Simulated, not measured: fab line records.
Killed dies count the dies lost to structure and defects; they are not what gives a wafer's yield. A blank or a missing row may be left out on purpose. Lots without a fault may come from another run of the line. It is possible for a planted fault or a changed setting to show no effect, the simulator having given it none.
fab line records | flow nand_harc
record: lots: 6 | wafers: 18 | last_day: 33
route steps=1302 shown A_CHANNEL_FILL_D1@515 A_DECK1_JOINT@518 END@1302
lots with no fault: from the same line, run without faults
start_h: start of the lot's first displayed wafer, in hours after the record's first day | wait_h: hours since the lot's step before | " repeats the value in the row above | L1.1+2: one row covering several wafers at once | - no value present, or no start provided | * or withheld: withheld | < > ~ a bound
route shown NAME@n: NAME is a module with steps in the file, n the number in the route of the first one | usual: the fault-free wafers' mean and standard deviation | same: alike in all rows | chamber/n: place in a boat | sites: each site's reading | _std_site: standard deviation across them | _edge_site: inner sites' mean taken away from outer sites' mean | radius_mm: for every site, how far away it sits from the centre of the wafer | mask NAME#n: copy n | behind: the most recent tool/chamber to have shaped the wafer | hold: what put the lot on hold/how long, in hours/how the hold closed | device: whichever transistor did not switch (one of n, p or np) | end of line: tests of these same wafers at the route's end | a step without rows: its recipe alone | killed: count of dies lost to structure and defects at first sort (not the wafer's yield) | map: the dies of a wafer, with x for killed, . for not killed, _ for no die there
set.NAME: the setting the step ran with; set.NAME@STEP: the setting that earlier step ran with | model.NAME: the simulator's own value behind a step, which no gauge read
certain route steps with their lots: each step a table, each wafer a row
services: when a tool's chamber went out of use (start_h, in hours from the record's first day, below 0 if earlier), for how many hours, and the reason
== steps ==
step: NHARC_A_CHANNEL_FILL_D1_SRD_12
step: NHARC_A_CHANNEL_FILL_D1_INSPECT_13
usual: raw_defect_count: 305/110
lot.wafer | tool              | chamber | start_h | wait_h | raw_defect_count
L616.2    | defect_inspect-01 | -       | 253.42  | 0.0    | 434
L616.4    | "                 | -       | "       | "      | 252
L616.6    | "                 | -       | "       | "      | 194
L619.1    | defect_inspect-02 | -       | 280.53  | 0.0    | 278
L619.2    | "                 | -       | "       | "      | 214
L619.3    | "                 | -       | "       | "      | 242
L621.2    | defect_inspect-02 | -       | 298.80  | 0.0    | 316
L621.3    | "                 | -       | "       | "      | 284
L621.6    | "                 | -       | "       | "      | 364
L622.1    | defect_inspect-01 | -       | 304.00  | 0.0    | 227
L622.2    | "                 | -       | "       | "      | 366
L622.6    | "                 | -       | "       | "      | 333
L625.1    | defect_inspect-02 | -       | 332.82  | 0.0    | 306
L625.2    | "                 | -       | "       | "      | 374
L625.5    | "                 | -       | "       | "      | 419
L637.2    | defect_inspect-02 | -       | 465.22  | 0.0    | 342
L637.4    | "                 | -       | "       | "      | 227
L637.5    | "                 | -       | "       | "      | 172
step: NHARC_A_DECK1_JOINT_ETCHBACK_07
recipe: target_depth_a: 1050 | time_s: 26.9 | hbr_flow_sccm: 150 | rf_w: 350 | icp_w: 350 | bias_w: 60 | chemistry: HBr
usual: drypump_motor_current_A: 5.8/0.59 | oes_product_au: 1.000/0.01 | throttle_valve_pct: 23.266/0.0092
lot.wafer | tool      | chamber | start_h | wait_h | drypump_motor_current_A | oes_product_au | rf_hours_counter_h | throttle_valve_pct
L616.2    | rie_si-04 | 0       | 253.48  | 0.1    | 5.5                     | 0.998          | 0.4                | 23.263
L616.4    | "         | 1       | "       | "      | 5.9                     | 0.990          | 0.4                | 23.282
L616.6    | "         | 1       | "       | "      | 5.9                     | 0.998          | -                  | 23.264
L619.2    | rie_si-04 | 3       | 280.60  | 0.1    | 6.7                     | 1.015          | 0.8                | 23.274
L619.3    | "         | 0       | "       | "      | 5.5                     | 1.006          | 0.6                | 23.268
L619.1    | "         | 1       | "       | "      | 5.9                     | 0.989          | 0.6                | 23.274
L621.2    | rie_si-05 | 1       | 298.88  | 0.1    | 5.2                     | 0.994          | 1.0                | 23.261
L621.3    | "         | 3       | "       | "      | 5.0                     | 0.998          | 0.8                | 23.261
L621.6    | "         | 0       | "       | "      | 5.5                     | 1.000          | -                  | 23.250
L622.1    | rie_si-02 | 2       | 304.07  | 0.1    | 5.2                     | 1.005          | 0.2                | 23.255
L622.2    | "         | 0       | "       | "      | 5.2                     | 0.987          | 0.2                | 23.268
L622.6    | "         | 1       | "       | "      | 6.4                     | 1.001          | -                  | 23.283
L625.1    | rie_si-04 | 3       | 332.89  | 0.1    | 6.7                     | 1.008          | 1.2                | 23.271
L625.2    | "         | 0       | "       | "      | 5.5                     | 1.004          | 1.0                | 23.266
L625.5    | "         | 3       | "       | "      | 6.7                     | 1.010          | -                  | 23.255
L637.2    | rie_si-05 | 1       | 465.28  | 0.1    | 5.2                     | 1.005          | 1.0                | 23.261
L637.4    | "         | 2       | "       | "      | 6.0                     | 1.000          | 0.9                | 23.274
L637.5    | "         | 1       | "       | "      | 5.2                     | 0.998          | -                  | 23.263
step: NHARC_A_DECK1_JOINT_ETCH_25
recipe: target_depth_a: 5 | chemistry: dHF | material: SiO2
step: NHARC_A_DECK1_JOINT_ETCH_19
recipe: temp_c: 25 | target_depth_a: 30 | chemistry: TMAH | material: poly-Si
step: NHARC_A_DECK1_JOINT_ETCH_18
recipe: target_depth_a: 30 | chemistry: dHF | material: SiO2
step: NHARC_A_DECK1_JOINT_WET_08
recipe: temp_c: 160 | time_s: 86 | chemistry: H3PO4
step: NHARC_A_DECK1_JOINT_ETCH_09
recipe: target_depth_a: 50 | chemistry: dHF | material: SiO2
step: NHARC_A_DECK1_JOINT_WET_10
recipe: temp_c: 160 | time_s: 86 | chemistry: H3PO4
step: NHARC_A_DECK1_JOINT_ETCH_11
recipe: target_depth_a: 350 | chemistry: dHF | material: SiO2
step: NHARC_A_DECK1_JOINT_CVD_12
recipe: target_thk_a: 900 | temp_c: 620 | pressure_mtorr: 200 | time_s: 1800 | material: poly-Si
lot.wafer  | tool          | chamber | start_h | wait_h
L616.2+4+6 | lpcvd_poly-03 | 0       | 261.27  | 2.9
L619.1+2+3 | lpcvd_poly-01 | 0       | 288.02  | 2.6
L621.2+3+6 | lpcvd_poly-03 | 0       | 306.32  | 2.6
L621.2+3+6 | lpcvd_poly-01 | 0       | 311.74  | 2.9
L622.1+2+6 | lpcvd_poly-01 | 0       | 311.74  | 2.8
L625.1+2+5 | lpcvd_poly-03 | 0       | 340.35  | 2.7
L625.1+2+5 | lpcvd_poly-01 | 0       | 343.19  | 0.4
L637.2+4+5 | lpcvd_poly-02 | 0       | 472.53  | 2.5
step: NHARC_A_DECK1_JOINT_CMP_13
recipe: target_thk_nm: 51.023
usual: motor_current_A: 11.4/1.2 | time_to_endpoint_s: 8.7/2
lot.wafer | tool   | chamber | start_h | wait_h | motor_current_A | time_to_endpoint_s
L616.2    | cmp-02 | 0       | 264.13  | 0.4    | 10.6            | 8.2
L616.4    | "      | 3       | "       | "      | 13.9            | 8.8
L616.6    | "      | 1       | "       | "      | 10.5            | 9.5
L619.3    | cmp-02 | 1       | 290.89  | 0.4    | 10.2            | 10.7
L619.1    | "      | 2       | "       | "      | 13.9            | 10.3
L619.2    | "      | 3       | "       | "      | 13.9            | 10.2
L622.2    | cmp-01 | 3       | 314.61  | 0.4    | 9.6             | 7.0
L622.1    | "      | 1       | "       | "      | 10.0            | 11.5
L622.6    | "      | 2       | "       | "      | 10.8            | 11.1
L621.3    | cmp-01 | 2       | 314.91  | 0.7    | 11.3            | 17.1
L621.2    | "      | 3       | "       | "      | 10.6            | 15.9
L621.6    | "      | 2       | "       | "      | 11.0            | 19.7
L625.2    | cmp-02 | 2       | 346.36  | 0.7    | 12.6            | 18.8
L625.1    | "      | 3       | "       | "      | 13.2            | 18.7
L625.5    | "      | 2       | "       | "      | 13.2            | 18.7
L637.4    | cmp-04 | 1       | 475.37  | 0.4    | 11.0            | 6.1
L637.2    | "      | 2       | "       | "      | 11.8            | 6.4
L637.5    | "      | 1       | "       | "      | 11.6            | 5.2
step: NHARC_A_DECK1_JOINT_THK_MEAS_14
recipe: thk_meas_gauge: ellipsometry
usual: thk_nm: 50.9/1.2
lot.wafer | tool          | chamber | start_h | wait_h | thk_nm
L616.2    | film_metro-02 | -       | 264.39  | 0.2    | 50.6
L616.4    | "             | -       | "       | "      | 52.6
L616.6    | "             | -       | "       | "      | 51.5
L619.1    | film_metro-02 | -       | 291.15  | 0.2    | 51.0
L619.2    | "             | -       | "       | "      | 52.8
L619.3    | "             | -       | "       | "      | 51.2
L622.1    | film_metro-02 | -       | 314.85  | 0.2    | 53.4
L622.2    | "             | -       | "       | "      | 50.3
L622.6    | "             | -       | "       | "      | 52.3
L621.2    | film_metro-01 | -       | 315.17  | 0.2    | 52.7
L621.3    | "             | -       | "       | "      | 48.1
L621.6    | "             | -       | "       | "      | 49.9
L625.1    | film_metro-02 | -       | 346.62  | 0.2    | 50.4
L625.2    | "             | -       | "       | "      | 49.0
L625.5    | "             | -       | "       | "      | 49.8
L637.2    | film_metro-01 | -       | 475.62  | 0.2    | 50.9
L637.4    | "             | -       | "       | "      | 52.2
L637.5    | "             | -       | "       | "      | 49.5
step: NHARC_END_SORT_01
recipe: temp_c: 25
usual: killed_at_array: 54/17 | killed_at_other: 1.0/1.4 | killed_at_periphery: 3.6/2.1 | killed_dies: 58/17 | killed_open: 3.2/2 | killed_short: 2.5/1.5
same: gross_dies: 677
lot.wafer | tool      | chamber | start_h | wait_h | killed_at_array | killed_at_other | killed_at_periphery | killed_dies | killed_open | killed_short
L621.2    | prober-01 | 0       | 630.45  | 2.8    | 87              | 0               | 4                   | 91          | 4           | 3
killed by level:class
L621.2 A_SLIT:chamber_film_flake=32 A_CHANNEL_HOLE_D1:chamber_film_flake=25 A_CHANNEL_HOLE_D2:chamber_film_flake=20 A_DECK1_JOINT:geometric_particle:short=2 P_ZERO_WELL:chamber_film_flake=2 A_SGD_CUT:chamber_film_flake=2 P_M1:geometric_particle:open=1 A_WL_FILL:geometric_particle:short=1
== services ==
tool          | chamber | start_h | hours | kind
cmp-02        | -       | 232.50  | 4.0   | pm
cmp-02        | -       | 239.86  | 0.4   | repair
cmp-01        | -       | 254.32  | 4.8   | repair
cmp-02        | -       | 257.02  | 1.5   | repair
rie_si-02     | 3       | 262.91  | 8.5   | repair
cmp-01        | -       | 264.11  | 0.5   | repair
cmp-04        | -       | 265.00  | 1.0   | repair
cmp-04        | -       | 267.25  | 0.5   | repair
cmp-04        | -       | 275.69  | 1.5   | repair
rie_si-02     | -       | 277.00  | 9.0   | pm
cmp-01        | -       | 287.77  | 4.0   | pm
rie_si-05     | 1       | 293.44  | 1.9   | repair
rie_si-05     | -       | 305.00  | 9.0   | pm
cmp-02        | -       | 330.50  | 4.0   | pm
rie_si-04     | -       | 342.00  | 9.0   | pm
rie_si-05     | -       | 379.79  | 1.4   | repair
cmp-01        | -       | 385.77  | 4.0   | pm
lpcvd_poly-03 | -       | 387.21  | 26.0  | pm
cmp-01        | -       | 413.61  | 3.9   | repair
cmp-02        | -       | 428.50  | 4.0   | pm
cmp-01        | -       | 449.08  | 0.7   | repair
rie_si-05     | -       | 455.55  | 5.3   | repair
cmp-02        | -       | 465.94  | 0.4   | repair
rie_si-05     | 3       | 466.40  | 13.4  | repair
== key ==
first_sign: step: NHARC_A_DECK1_JOINT_CVD_12 | reading: visit | direction: added
effect: step: NHARC_A_DECK1_JOINT_CMP_13 | reading: time_to_endpoint_s | direction: up | sigmas: 4.7 | usual: * | struck: *
met_at NHARC_A_DECK1_JOINT_CVD_12
struck_wafers L621.2,L621.3,L621.6,L625.1,L625.2,L625.5
tester_left_out L621,L625
fault: kind: repeated_step_whole | tool: lpcvd_poly-01,lpcvd_poly-02,lpcvd_poly-03 | chamber: - | onset_h: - | steps: NHARC_A_DECK1_JOINT_CVD_12 | times: 1 | scope: struck_lots_only
tester_left_out: of these lots the tester's yield and bins aren't shown, on N5 and GAA mostly nor the transistor test; their killed dies are dies lost to structure and defects alone, not to doping, threshold or leakage, so they don't give the yield
